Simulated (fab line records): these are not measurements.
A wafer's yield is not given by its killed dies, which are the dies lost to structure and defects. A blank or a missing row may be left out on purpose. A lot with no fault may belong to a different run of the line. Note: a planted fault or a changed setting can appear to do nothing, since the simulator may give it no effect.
What tool caused it? + flow n5_finfet + 24 lots with 72 wafers sampled at 5 steps, on a route of 1938 steps

== WHAT EACH GAUGE READ, for each wafer ==
N5_BEOL_M6_CD_MEAS_11: the cd target is 38.5 nm.
| lot  | measured     | on        | cd_nm (nm)     |
|------|--------------|-----------|----------------|
| L074 | day 10 07:47 | cd_sem-01 | 38.6 38.3 38.7 |
| L076 | day 10 23:38 | cd_sem-02 | 38.7 38.0 38.3 |
| L077 | day 11 12:26 | cd_sem-02 | 37.4 37.8 37.4 |
| L075 | day 11 17:02 | cd_sem-03 | 38.0 37.8 39.1 |
| L078 | day 11 20:07 | cd_sem-01 | 37.8 38.5 38.2 |
| L079 | day 12 01:39 | cd_sem-01 | 38.9 38.8 39.0 |
| L080 | day 12 13:16 | cd_sem-02 | 39.6 39.2 39.5 |
| L081 | day 12 23:33 | cd_sem-02 | 38.2 38.9 38.6 |
| L082 | day 13 03:08 | cd_sem-03 | 38.3 38.2 38.4 |
| L084 | day 13 04:32 | cd_sem-02 | 37.7 37.6 37.3 |
| L083 | day 13 07:23 | cd_sem-01 | 38.3 37.8 37.6 |
| L085 | day 13 16:08 | cd_sem-03 | 38.4 37.9 38.8 |
| L087 | day 13 16:21 | cd_sem-03 | 38.1 38.1 38.1 |
| L086 | day 14 10:38 | cd_sem-03 | 38.5 39.0 38.5 |
| L090 | day 14 15:14 | cd_sem-02 | 38.5 38.5 38.7 |
| L089 | day 14 15:24 | cd_sem-03 | 39.0 38.9 38.7 |
| L088 | day 14 21:59 | cd_sem-03 | 37.6 37.4 37.7 |
| L092 | day 15 07:46 | cd_sem-03 | 38.5 38.9 38.3 |
| L091 | day 15 08:02 | cd_sem-02 | 38.4 38.4 38.1 |
| L093 | day 15 20:29 | cd_sem-02 | 38.8 38.6 38.3 |
| L094 | day 16 00:49 | cd_sem-01 | 38.1 38.2 38.6 |
| L095 | day 16 01:10 | cd_sem-03 | 39.1 38.2 38.5 |
| L096 | day 16 03:02 | cd_sem-03 | 38.0 38.2 37.6 |
| L097 | day 16 09:11 | cd_sem-01 | 37.8 38.6 37.6 |

== EACH LOT AND THE TOOL THAT RAN IT (in order: tool; ch and the chambers of the sampled wafers; start) ==
| lot  | N5_BEOL_M5_CURE_80            | N5_BEOL_M5_DEGAS_44          | N5_BEOL_M5_SPUTTER_83        | N5_BEOL_M5_ANNEAL_89         |
|------|-------------------------------|------------------------------|------------------------------|------------------------------|
| L074 | uv_cure-03 ch 2, day 9 22:42  | pvd_sputter-01, day 9 23:13  | pvd_sputter-01, day 10 02:11 | pvd_sputter-01, day 10 03:21 |
| L076 | uv_cure-01 ch 2, day 10 15:03 | pvd_sputter-01, day 10 15:49 | pvd_sputter-03, day 10 18:40 | pvd_sputter-03, day 10 19:49 |
| L077 | uv_cure-02 ch 1, day 11 04:07 | pvd_sputter-02, day 11 04:28 | pvd_sputter-03, day 11 07:31 | pvd_sputter-03, day 11 08:41 |
| L075 | uv_cure-02 ch 2, day 11 07:22 | pvd_sputter-02, day 11 07:43 | pvd_sputter-01, day 11 11:26 | pvd_sputter-01, day 11 12:37 |
| L078 | uv_cure-02 ch 1, day 11 10:11 | pvd_sputter-03, day 11 10:32 | pvd_sputter-02, day 11 13:52 | pvd_sputter-02, day 11 15:02 |
| L079 | uv_cure-03 ch 1, day 11 15:55 | pvd_sputter-02, day 11 16:36 | pvd_sputter-03, day 11 19:33 | pvd_sputter-03, day 11 20:43 |
| L080 | uv_cure-02 ch 0, day 12 02:25 | pvd_sputter-03, day 12 04:07 | pvd_sputter-01, day 12 06:58 | pvd_sputter-01, day 12 08:08 |
| L081 | uv_cure-02 ch 1, day 12 12:44 | pvd_sputter-02, day 12 13:23 | pvd_sputter-03, day 12 16:19 | pvd_sputter-03, day 12 17:29 |
| L082 | uv_cure-02 ch 1, day 12 17:02 | pvd_sputter-02, day 12 17:35 | pvd_sputter-02, day 12 20:29 | pvd_sputter-02, day 12 21:39 |
| L084 | uv_cure-01 ch 1, day 12 18:53 | pvd_sputter-01, day 12 19:31 | pvd_sputter-03, day 12 23:59 | pvd_sputter-03, day 13 01:09 |
| L083 | uv_cure-03 ch 0, day 12 19:21 | pvd_sputter-03, day 12 19:38 | pvd_sputter-01, day 13 00:16 | pvd_sputter-01, day 13 01:25 |
| L085 | uv_cure-02 ch 0, day 13 06:50 | pvd_sputter-01, day 13 07:28 | pvd_sputter-03, day 13 10:15 | pvd_sputter-03, day 13 11:25 |
| L087 | uv_cure-03 ch 1, day 13 07:08 | pvd_sputter-03, day 13 07:36 | pvd_sputter-02, day 13 10:44 | pvd_sputter-02, day 13 11:54 |
| L086 | uv_cure-01 ch 0, day 14 00:46 | pvd_sputter-03, day 14 01:05 | pvd_sputter-03, day 14 05:20 | pvd_sputter-03, day 14 06:30 |
| L090 | uv_cure-03 ch 0, day 14 05:49 | pvd_sputter-02, day 14 06:37 | pvd_sputter-02, day 14 09:33 | pvd_sputter-02, day 14 10:43 |
| L089 | uv_cure-02 ch 2, day 14 06:30 | pvd_sputter-01, day 14 06:49 | pvd_sputter-03, day 14 09:50 | pvd_sputter-03, day 14 11:00 |
| L088 | uv_cure-01 ch 2, day 14 11:34 | pvd_sputter-02, day 14 12:02 | pvd_sputter-02, day 14 16:28 | pvd_sputter-02, day 14 17:38 |
| L092 | uv_cure-03 ch 2, day 14 22:55 | pvd_sputter-03, day 14 23:22 | pvd_sputter-02, day 15 02:18 | pvd_sputter-02, day 15 03:28 |
| L091 | uv_cure-01 ch 0, day 14 23:10 | pvd_sputter-01, day 14 23:30 | pvd_sputter-01, day 15 02:59 | pvd_sputter-01, day 15 04:10 |
| L093 | uv_cure-02 ch 2, day 15 04:13 | pvd_sputter-03, day 15 04:44 | pvd_sputter-03, day 15 13:04 | pvd_sputter-03, day 15 14:14 |
| L094 | uv_cure-01 ch 1, day 15 12:47 | pvd_sputter-02, day 15 13:28 | pvd_sputter-03, day 15 17:52 | pvd_sputter-03, day 15 19:01 |
| L095 | uv_cure-03 ch 2, day 15 15:45 | pvd_sputter-01, day 15 16:16 | pvd_sputter-01, day 15 19:07 | pvd_sputter-01, day 15 20:17 |
| L096 | uv_cure-01 ch 0, day 15 16:08 | pvd_sputter-01, day 15 16:25 | pvd_sputter-02, day 15 21:31 | pvd_sputter-02, day 15 22:41 |
| L097 | uv_cure-03 ch 2, day 15 21:10 | pvd_sputter-03, day 15 21:35 | pvd_sputter-02, day 16 01:57 | pvd_sputter-02, day 16 03:07 |
- N5_BEOL_M5_CURE_80: cures SiCOH lowk, time 120 s.
- N5_BEOL_M5_DEGAS_44: time 60 s.
- N5_BEOL_M5_SPUTTER_83: material Cu, target thk 15 nm, time 27.62 s.
- N5_BEOL_M5_ANNEAL_89: time 1800 s.

== WHAT THE TOOLS THEMSELVES READ (means of the sampled wafers that have a number; where no wafer has one, the mark that the record gives instead) ==
N5_BEOL_M5_CURE_80.
| lot  | tool       | lamp_power_pct (%) | wafer_temp_C_max |
|------|------------|--------------------|------------------|
| L074 | uv_cure-03 | 52.32              | 371.1            |
| L076 | uv_cure-01 | 52.36              | 371.6            |
| L077 | uv_cure-02 | 52.30              | 373.2            |
| L075 | uv_cure-02 | 52.34              | 371.5            |
| L078 | uv_cure-02 | 52.31              | 372.3            |
| L079 | uv_cure-03 | 52.29              | 372.5            |
| L080 | uv_cure-02 | 52.35              | 371.9            |
| L081 | uv_cure-02 | 52.35              | 372.5            |
| L082 | uv_cure-02 | 52.25              | 372.7            |
| L084 | uv_cure-01 | 52.36              | 372.1            |
| L083 | uv_cure-03 | 52.30              | 372.5            |
| L085 | uv_cure-02 | 52.36              | 371.6            |
| L087 | uv_cure-03 | 52.28              | 373.4            |
| L086 | uv_cure-01 | 52.28              | 371.6            |
| L090 | uv_cure-03 | 52.33              | 372.2            |
| L089 | uv_cure-02 | 52.30              | 371.6            |
| L088 | uv_cure-01 | 52.30              | 372.0            |
| L092 | uv_cure-03 | 52.35              | 371.2            |
| L091 | uv_cure-01 | 52.35              | 371.2            |
| L093 | uv_cure-02 | 52.33              | 371.4            |
| L094 | uv_cure-01 | 52.30              | 371.5            |
| L095 | uv_cure-03 | 52.31              | 371.6            |
| L096 | uv_cure-01 | 52.33              | 372.0            |
| L097 | uv_cure-03 | 52.33              | 370.9            |

N5_BEOL_M5_DEGAS_44.
| lot  | tool           | heater_power_w (W) | susceptor_temp_C (C) |
|------|----------------|--------------------|----------------------|
| L074 | pvd_sputter-01 | 310                | 249.88               |
| L076 | pvd_sputter-01 | 330                | 249.88               |
| L077 | pvd_sputter-02 | 296                | 250.03               |
| L075 | pvd_sputter-02 | 281                | 250.14               |
| L078 | pvd_sputter-03 | 294                | 249.85               |
| L079 | pvd_sputter-02 | 332                | 250.07               |
| L080 | pvd_sputter-03 | 292                | 250.05               |
| L081 | pvd_sputter-02 | 314                | 250.05               |
| L082 | pvd_sputter-02 | 332                | 249.80               |
| L084 | pvd_sputter-01 | 324                | 250.08               |
| L083 | pvd_sputter-03 | 300                | 250.15               |
| L085 | pvd_sputter-01 | 316                | 249.96               |
| L087 | pvd_sputter-03 | 316                | 250.01               |
| L086 | pvd_sputter-03 | 276                | 250.02               |
| L090 | pvd_sputter-02 | 331                | 249.96               |
| L089 | pvd_sputter-01 | 340                | 250.00               |
| L088 | pvd_sputter-02 | 307                | 249.97               |
| L092 | pvd_sputter-03 | 301                | 250.07               |
| L091 | pvd_sputter-01 | 336                | 249.79               |
| L093 | pvd_sputter-03 | 264                | 250.18               |
| L094 | pvd_sputter-02 | 315                | 250.03               |
| L095 | pvd_sputter-01 | 333                | 250.10               |
| L096 | pvd_sputter-01 | 308                | 250.08               |
| L097 | pvd_sputter-03 | 322                | 249.84               |

N5_BEOL_M5_SPUTTER_83.
| lot  | tool           | chuck_sensor_temp_C (C) | susceptor_temp_C (C) | throttle_valve_pct (%) |
|------|----------------|-------------------------|----------------------|------------------------|
| L074 | pvd_sputter-01 | -16.2                   | -19.96               | 28.4                   |
| L076 | pvd_sputter-03 | -15.8                   | -20.01               | 30.1                   |
| L077 | pvd_sputter-03 | -15.8                   | -20.05               | 29.8                   |
| L075 | pvd_sputter-01 | -16.1                   | -19.95               | 29.8                   |
| L078 | pvd_sputter-02 | -15.5                   | -20.04               | 30.7                   |
| L079 | pvd_sputter-03 | -15.6                   | -19.98               | 30.0                   |
| L080 | pvd_sputter-01 | -16.1                   | -20.10               | 28.5                   |
| L081 | pvd_sputter-03 | -16.2                   | -20.06               | 29.3                   |
| L082 | pvd_sputter-02 | -15.9                   | -19.98               | 29.9                   |
| L084 | pvd_sputter-03 | -15.5                   | -19.97               | 30.5                   |
| L083 | pvd_sputter-01 | -15.9                   | -20.13               | 30.6                   |
| L085 | pvd_sputter-03 | -16.1                   | -20.31               | 29.5                   |
| L087 | pvd_sputter-02 | -15.4                   | -19.88               | 30.6                   |
| L086 | pvd_sputter-03 | -16.1                   | -20.04               | 29.6                   |
| L090 | pvd_sputter-02 | -15.4                   | -20.13               | 30.6                   |
| L089 | pvd_sputter-03 | -16.0                   | -19.92               | 28.9                   |
| L088 | pvd_sputter-02 | -15.6                   | -20.04               | 30.3                   |
| L092 | pvd_sputter-02 | -15.8                   | -19.93               | 29.8                   |
| L091 | pvd_sputter-01 | -16.3                   | -19.98               | 29.1                   |
| L093 | pvd_sputter-03 | -16.0                   | -20.05               | 28.6                   |
| L094 | pvd_sputter-03 | -15.9                   | -20.06               | 29.4                   |
| L095 | pvd_sputter-01 | -16.0                   | -20.08               | 29.3                   |
| L096 | pvd_sputter-02 | -15.7                   | -20.02               | 29.9                   |
| L097 | pvd_sputter-02 | -15.9                   | -20.13               | 29.5                   |

N5_BEOL_M5_ANNEAL_89.
| lot  | tool           | heater_power_w (W) | susceptor_temp_C (C) |
|------|----------------|--------------------|----------------------|
| L074 | pvd_sputter-01 | 884                | 400.13               |
| L076 | pvd_sputter-03 | 752                | 400.05               |
| L077 | pvd_sputter-03 | 751                | 399.96               |
| L075 | pvd_sputter-01 | 827                | 400.07               |
| L078 | pvd_sputter-02 | 794                | 399.96               |
| L079 | pvd_sputter-03 | 674                | 399.99               |
| L080 | pvd_sputter-01 | 882                | 399.99               |
| L081 | pvd_sputter-03 | 751                | 399.86               |
| L082 | pvd_sputter-02 | 772                | 400.04               |
| L084 | pvd_sputter-03 | 696                | 400.02               |
| L083 | pvd_sputter-01 | 755                | 400.02               |
| L085 | pvd_sputter-03 | 750                | 400.05               |
| L087 | pvd_sputter-02 | 783                | 400.06               |
| L086 | pvd_sputter-03 | 662                | 400.04               |
| L090 | pvd_sputter-02 | 798                | 399.97               |
| L089 | pvd_sputter-03 | 724                | 399.95               |
| L088 | pvd_sputter-02 | 817                | 399.92               |
| L092 | pvd_sputter-02 | 851                | 400.03               |
| L091 | pvd_sputter-01 | 864                | 399.90               |
| L093 | pvd_sputter-03 | 788                | 400.07               |
| L094 | pvd_sputter-03 | 806                | 400.10               |
| L095 | pvd_sputter-01 | 822                | 400.08               |
| L096 | pvd_sputter-02 | 862                | 399.82               |
| L097 | pvd_sputter-02 | 871                | 399.96               |

== THE ANSWER, worked out from the rows above alone ==
Rule: usual is defined by the lots themselves. Put in order of their means at a reading, lots are off if they are a third of the lots or fewer, leave a main group of 4 or more, and stand apart from it by a gap of 3 or more times the standard deviation of the main group's means; of several such gaps the widest counts. A main group whose means are all the same, to the digits that the tables above print for the reading, isn't used. A lot without any number at a reading at which 4 lots or more have one is off too. Where the step has rows for the other lots, those lots are counted as sound. The gauges are gone through in route order, then the tools' own readings, and for those a lot's mean is taken as printed above. At the first step where some lot is off, the reading lying furthest off is the one used; lots without a number count as furthest.
No lot is off at any reading shown: from this, nothing can be told.

== WHAT HAD BEEN PUT IN BY THE SIMULATOR ==
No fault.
